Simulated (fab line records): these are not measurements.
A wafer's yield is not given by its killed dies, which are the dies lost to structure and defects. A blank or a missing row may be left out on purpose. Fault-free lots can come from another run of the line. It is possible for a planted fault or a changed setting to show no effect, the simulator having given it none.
A lot that was struck, set against a sound lot + flow nand harc + 14 out of 1302 route steps
Sound: the wafers L155.4, L155.5, L155.6. Struck: wafers L152.1, L152.5, L152.6. The cause is given at the end.
Per side, at each step with rows, come the tool, then ch with its chambers, and then its first start. Under that, the readings that differ: sound wafers + struck wafers + difference of the means + sigmas: that difference in standard deviations of wafers without a fault.
alike: readings with means less than 2 such deviations apart, plus words and numbers identical on both sides. not compared: withheld readings, readings lacking a value on some wafer, bounds such as >300 that could conceal the same value, and numbers that have no deviation in the record and whose values overlap.
Wherever a step has rows on one side only, a row that says differs or no value, or a row with sigmas, the two part there. When numbers do not overlap yet have no deviation, they are printed without sigmas and do not part them. Lack of a reading on every wafer of one side parts them only where that side has two or more wafers.

first, 5 steps without rows for these wafers: NHARC_A_SLIT_SOFTBAKE_04 (time 55 s); NHARC_A_SLIT_EBR_05; NHARC_A_SLIT_EXPOSE_06 (exposes mask SLIT); NHARC_A_SLIT_PEB_07 (peb time 65 s); NHARC_A_SLIT_DEVELOP_08 (develop time 35 s).
NHARC_A_SLIT_CD_MEAS_09: the cd target is 300 nm.
  sound on cd sem-03 ch 0, day 28 20:10; struck on cd sem-01 ch 0, day 28 01:16
  alike: cd nm
NHARC_A_SLIT_OVL_MEAS_10:
  sound on overlay-01 at day 28 20:15; struck on overlay-01 at day 28 01:21
| reading           | sound          | struck      | difference | sigmas |
|-------------------|----------------|-------------|------------|--------|
| overlay y nm (nm) | -1.2 -1.0 -1.3 | 1.4 0.8 1.0 | +2.2       | +3     |
  alike: overlay x nm
NHARC_A_SLIT_INSPECT_11:
  sound on defect inspect-02 at day 28 20:17; struck on defect inspect-02 at day 28 01:23
  alike: raw defect count
NHARC_A_SLIT_DESCUM_14: chemistry O2, time 3 s.
  sound on rie diel-05 ch 0,1,3, day 28 20:22; struck on rie diel-03 ch 2,3, day 28 01:27
  alike: drypump motor current A, oes product au, rf vpp V, showerhead plenum p Torr, throttle valve pct
  not compared: rf hours counter h
NHARC_A_SLIT_ETCH_24: etches the open film in CF4/CHF3, target depth 121 nm, time 60.5 s.
  sound on rie diel-05 ch 1,2, day 28 20:26; struck on rie diel-03 ch 1,2,3, day 28 01:33
| reading               | sound             | struck            | difference | sigmas |
|-----------------------|-------------------|-------------------|------------|--------|
| oes product au (a.u.) | 0.938 0.942 0.938 | 0.983 0.962 0.968 | +0.032     | +2     |
  alike: bias w, cf4 flow sccm, drypump motor current A, rf vpp V, showerhead plenum p Torr, throttle valve pct
  not compared: rf hours counter h
NHARC_A_SLIT_ETCH_15: etches the open film in O2/COS, target depth 6200 nm, time 1612 s.
  sound on rie diel-05 ch 0,1,3; struck on rie diel-03 ch 0,1
  alike: bias w, chamber pressure mTorr, drypump motor current A, oes product au, rf vpp V, showerhead plenum p Torr, throttle valve pct
  not compared: rf hours counter h
NHARC_A_SLIT_ETCH_17: etches the open film in C4F8/O2/Ar, time 4254.5 s, target depth 20300 nm.
  sound on har etch-01 ch 0,1, day 28 22:51; struck on har etch-02 ch 0,1, day 28 03:10
  alike: c4f8 flow sccm, chamber pressure mTorr, drypump motor current A, showerhead plenum p Torr, throttle valve pct
  not compared: rf hours counter h
NHARC_A_SLIT_ETCH_26: etches the open film in C4F8/O2/Ar, time 90 s, target depth 400 nm.
  sound on har etch-01 ch 0,1, day 29 01:22; struck on har etch-02 ch 0,1, day 28 06:47
  no value came back on the struck wafers for any of 5 readings (bias v (V), c4f8 flow sccm (sccm) and others); on the sound wafers bias v (V) reads 409 402 402
  not compared: rf hours counter h
then, 1 step without rows for these wafers: NHARC_A_SLIT_STRIP_28 (strips in O2/COS).

## WHERE THEY PART
At NHARC_A_SLIT_OVL_MEAS_10 first; at NHARC_A_SLIT_ETCH_26 last (within this record only).

WHY: whatever the simulator had introduced
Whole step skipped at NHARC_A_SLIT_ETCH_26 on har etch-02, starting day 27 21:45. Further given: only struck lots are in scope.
